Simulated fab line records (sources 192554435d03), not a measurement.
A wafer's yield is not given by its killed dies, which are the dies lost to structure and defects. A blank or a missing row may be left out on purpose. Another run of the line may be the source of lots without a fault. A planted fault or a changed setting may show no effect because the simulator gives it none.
Which of the tools did it? | flow n5 finfet | 72 wafers from 24 lots sampled at 4 of the route's 1938 steps

WHAT THE GAUGES READ, wafer by wafer
N5_BEOL_M2_THK_MEAS_53: measures by xrf.
lot  | measured     | on            | M2_THK (nm)
L074 | day 6 23:17  | film metro-01 | 37.3 40.2 38.5
L075 | day 7 02:08  | film metro-01 | 41.7 39.6 41.0
L076 | day 7 03:26  | film metro-01 | 40.5 42.2 41.5
L077 | day 7 12:29  | film metro-02 | 38.8 37.9 38.6
L078 | day 8 02:49  | film metro-01 | 39.6 37.4 37.6
L079 | day 8 09:40  | film metro-02 | 41.2 41.9 40.4
L080 | day 8 16:10  | film metro-01 | 41.3 39.9 40.0
L081 | day 9 00:16  | film metro-02 | 39.4 41.0 39.0
L082 | day 9 05:59  | film metro-02 | 38.0 39.2 38.4
L083 | day 9 06:07  | film metro-02 | 42.8 40.8 40.5
L084 | day 9 16:53  | film metro-02 | 38.9 39.5 38.5
L085 | day 10 00:25 | film metro-02 | 41.3 40.4 42.4
L086 | day 10 01:30 | film metro-02 | 38.0 39.7 39.7
L087 | day 10 06:39 | film metro-02 | 37.4 38.5 39.2
L088 | day 10 13:01 | film metro-01 | 42.7 42.1 42.0
L089 | day 10 22:08 | film metro-01 | 41.6 40.4 41.3
L090 | day 11 03:20 | film metro-01 | 40.3 41.7 39.5
L091 | day 11 05:15 | film metro-02 | 42.7 40.3 40.1
L093 | day 11 06:40 | film metro-02 | 40.8 43.1 41.0
L092 | day 11 09:14 | film metro-01 | 40.8 40.4 40.4
L094 | day 12 12:20 | film metro-01 | 38.7 38.3 39.7
L095 | day 12 17:31 | film metro-01 | 41.3 41.1 42.6
L097 | day 12 20:57 | film metro-02 | 36.5 41.4 40.2
L096 | day 12 21:04 | film metro-01 | 40.0 40.0 39.9

N5_BEOL_M3_INSPECT_59: inspects for defects (darkfield).
lot  | measured     | on                | raw defect count
L074 | day 7 09:03  | defect inspect-02 | 74 80 59
L075 | day 7 11:52  | defect inspect-01 | 98 82 75
L076 | day 8 00:44  | defect inspect-02 | 73 62 96
L077 | day 8 05:05  | defect inspect-01 | 74 83 69
L078 | day 8 13:08  | defect inspect-02 | 105 104 65
L079 | day 9 00:42  | defect inspect-01 | 53 90 135
L080 | day 9 09:17  | defect inspect-01 | 112 94 50
L081 | day 9 11:40  | defect inspect-01 | 90 106 112
L082 | day 9 15:32  | defect inspect-02 | 87 62 69
L083 | day 9 16:51  | defect inspect-01 | 75 97 82
L084 | day 10 03:53 | defect inspect-01 | 64 105 96
L085 | day 10 09:12 | defect inspect-01 | 83 70 41
L086 | day 10 17:37 | defect inspect-01 | 106 94 62
L087 | day 10 23:56 | defect inspect-01 | 78 51 67
L088 | day 11 00:29 | defect inspect-01 | 51 81 70
L089 | day 11 13:11 | defect inspect-02 | 74 65 78
L090 | day 11 18:32 | defect inspect-01 | 43 102 55
L091 | day 11 22:25 | defect inspect-02 | 175 92 75
L093 | day 11 22:11 | defect inspect-02 | 70 65 46
L092 | day 12 03:39 | defect inspect-01 | 53 46 44
L094 | day 13 08:23 | defect inspect-01 | 56 74 117
L095 | day 13 11:47 | defect inspect-01 | 69 105 93
L097 | day 13 15:02 | defect inspect-01 | 56 119 81
L096 | day 13 12:31 | defect inspect-02 | 74 72 84

EACH LOT AND THE TOOL THAT RAN IT (in order: tool; ch and the chambers of the sampled wafers; start)
lot  | N5_BEOL_M3_ETCH_64                 | N5_BEOL_M3_SPUTTER_92
L074 | rie diel-06 ch 2,3, day 7 00:37    | pvd sputter-01, day 7 07:31
L075 | rie diel-02 ch 0,2,3, day 7 05:22  | pvd sputter-01, day 7 10:20
L076 | rie diel-01 ch 0,1,2, day 7 05:38  | pvd sputter-03, day 7 15:08
L077 | rie diel-06 ch 2,3, day 7 14:12    | pvd sputter-03, day 8 03:34
L078 | rie diel-06 ch 0,1,3, day 8 05:25  | pvd sputter-01, day 8 11:37
L079 | rie diel-02 ch 1,2, day 8 11:49    | pvd sputter-03, day 8 23:10
L080 | rie diel-06 ch 2,3, day 8 18:16    | pvd sputter-01, day 9 07:47
L081 | rie diel-02 ch 2,3, day 9 02:33    | pvd sputter-01, day 9 10:08
L082 | rie diel-01 ch 0,2,3, day 9 09:52  | pvd sputter-01, day 9 13:54
L083 | rie diel-02 ch 0,2,3, day 9 10:04  | pvd sputter-03, day 9 15:19
L084 | rie diel-01 ch 1,2, day 9 19:43    | pvd sputter-02, day 10 02:22
L085 | rie diel-06 ch 0,2,3, day 10 01:32 | pvd sputter-02, day 10 07:34
L086 | rie diel-02 ch 2,3, day 10 04:10   | pvd sputter-01, day 10 15:51
L087 | rie diel-01 ch 0,1, day 10 14:22   | pvd sputter-02, day 10 22:25
L088 | rie diel-02 ch 1,2, day 10 14:39   | pvd sputter-01, day 10 22:57
L089 | rie diel-01 ch 0,1, day 11 00:17   | pvd sputter-03, day 11 11:41
L090 | rie diel-01 ch 0,2, day 11 04:51   | pvd sputter-03, day 11 16:49
L091 | rie diel-02 ch 1,2,3, day 11 07:40 | pvd sputter-01, day 11 20:37
L093 | rie diel-02 ch 1,2,3, day 11 08:55 | pvd sputter-02, day 11 20:41
L092 | rie diel-06 ch 1,2, day 11 10:19   | pvd sputter-02, day 12 01:14
L094 | rie diel-02 ch 1,2, day 12 14:15   | pvd sputter-03, day 13 06:48
L095 | rie diel-02 ch 0,1, day 12 19:07   | pvd sputter-03, day 13 10:14
L097 | rie diel-02 ch 0,1,2, day 12 23:04 | pvd sputter-02, day 13 13:12
L096 | rie diel-02 ch 0,1,2, day 13 01:07 | pvd sputter-01, day 13 10:56
- N5_BEOL_M3_ETCH_64: etches SOC in N2/H2, target depth 75 nm, overetch 15 nm, time 112.5 s.
- N5_BEOL_M3_SPUTTER_92: material Cu, target thk 4.5 nm, time 8.29 s.

AS READ BY THE TOOLS THEMSELVES (means over the sampled wafers that have a number; for cases with no such wafer, the mark the record gives instead)
N5_BEOL_M3_ETCH_64.
lot  | tool        | bias w (W) | drypump motor current A (A) | h2 flow sccm (sccm) | oes product au (a.u.) | rf vpp V (V) | showerhead plenum p Torr (Torr) | throttle valve pct (%)
L074 | rie diel-06 | 150.5      | 5.4                         | 200.4               | 0.67                  | 525.8        | 2.60                            | 17.67
L075 | rie diel-02 | 150.0      | 6.0                         | 200.4               | 0.56                  | 523.6        | 2.52                            | 17.99
L076 | rie diel-01 | 150.0      | 5.8                         | 199.6               | 0.64                  | 523.5        | 2.53                            | 17.75
L077 | rie diel-06 | 150.5      | 5.3                         | 200.1               | 0.61                  | 525.1        | 2.62                            | 17.88
L078 | rie diel-06 | 150.0      | 5.6                         | 199.8               | 0.59                  | 523.7        | 2.53                            | 17.76
L079 | rie diel-02 | 150.3      | 5.6                         | 199.7               | 0.58                  | 524.4        | 2.57                            | 17.89
L080 | rie diel-06 | 149.7      | 5.3                         | 199.5               | 0.61                  | 525.4        | 2.62                            | 17.91
L081 | rie diel-02 | 150.1      | 6.2                         | 199.7               | 0.55                  | 523.8        | 2.54                            | 17.91
L082 | rie diel-01 | 150.1      | 5.6                         | 200.4               | 0.61                  | 525.1        | 2.58                            | 17.76
L083 | rie diel-02 | 149.8      | 6.0                         | 200.2               | 0.55                  | 522.5        | 2.51                            | 18.02
L084 | rie diel-01 | 149.9      | 6.2                         | 200.7               | 0.65                  | 522.0        | 2.50                            | 17.67
L085 | rie diel-06 | 150.0      | 5.5                         | 200.3               | 0.66                  | 524.2        | 2.56                            | 17.76
L086 | rie diel-02 | 150.4      | 6.2                         | 199.8               | 0.54                  | 523.9        | 2.54                            | 17.92
L087 | rie diel-01 | 150.1      | 6.1                         | 200.5               | 0.66                  | 522.5        | 2.50                            | 17.70
L088 | rie diel-02 | 150.3      | 5.6                         | 200.0               | 0.57                  | 524.2        | 2.57                            | 17.92
L089 | rie diel-01 | 150.7      | 5.7                         | 199.9               | 0.64                  | 524.2        | 2.52                            | 17.81
L090 | rie diel-01 | 150.1      | 5.5                         | 200.4               | 0.59                  | 522.8        | 2.54                            | 17.87
L091 | rie diel-02 | 150.0      | 5.8                         | 200.0               | 0.55                  | 523.0        | 2.51                            | 17.85
L093 | rie diel-02 | 150.3      | 5.8                         | 200.1               | 0.56                  | 523.9        | 2.51                            | 17.85
L092 | rie diel-06 | 150.2      | 5.3                         | 199.9               | 0.62                  | 524.5        | 2.59                            | 17.93
L094 | rie diel-02 | 150.3      | 5.4                         | 200.6               | 0.57                  | 522.3        | 2.50                            | 17.79
L095 | rie diel-02 | 149.7      | 5.7                         | 200.2               | 0.68                  | 525.3        | 2.61                            | 17.81
L097 | rie diel-02 | 149.6      | 5.6                         | 200.2               | 0.62                  | 524.7        | 2.59                            | 17.88
L096 | rie diel-02 | 149.9      | 5.6                         | 199.3               | 0.62                  | 524.9        | 2.59                            | 17.89

N5_BEOL_M3_SPUTTER_92.
lot  | tool           | throttle valve pct (%)
L074 | pvd sputter-01 | 29.3
L075 | pvd sputter-01 | 29.2
L076 | pvd sputter-03 | 30.3
L077 | pvd sputter-03 | 30.7
L078 | pvd sputter-01 | 28.8
L079 | pvd sputter-03 | 30.7
L080 | pvd sputter-01 | 29.2
L081 | pvd sputter-01 | 29.6
L082 | pvd sputter-01 | 28.8
L083 | pvd sputter-03 | 30.0
L084 | pvd sputter-02 | 30.8
L085 | pvd sputter-02 | 30.2
L086 | pvd sputter-01 | 28.8
L087 | pvd sputter-02 | 30.2
L088 | pvd sputter-01 | 28.8
L089 | pvd sputter-03 | 30.9
L090 | pvd sputter-03 | 30.7
L091 | pvd sputter-01 | 29.2
L093 | pvd sputter-02 | 29.8
L092 | pvd sputter-02 | 30.4
L094 | pvd sputter-03 | 30.9
L095 | pvd sputter-03 | 30.9
L097 | pvd sputter-02 | 30.2
L096 | pvd sputter-01 | 28.9

THE ANSWER, worked out from the rows above alone
Rule: the usual values come from the lots themselves. The widest of any qualifying gaps counts: lots, ordered by their means at a reading, are off when they make up no more than a third of the lots, leave a main group of 4 or more, and stand apart from it by 3 or more times the standard deviation of that group's means. The tables above print the reading to a certain number of digits; a main group whose means all agree to those digits is not used. Also off: a lot with no number at a reading for which 4 or more lots have one. The other lots that the step has rows for count as sound. After the gauges, taken in route order, come the tools' own readings; for these a lot's mean is taken, as printed above. The first step at which some lot is off is used, and at that step the reading that is off furthest; a lot without a number counts as furthest.
None of the lots is off at any reading shown; this tells nothing.

WHAT THE SIMULATOR PUT IN
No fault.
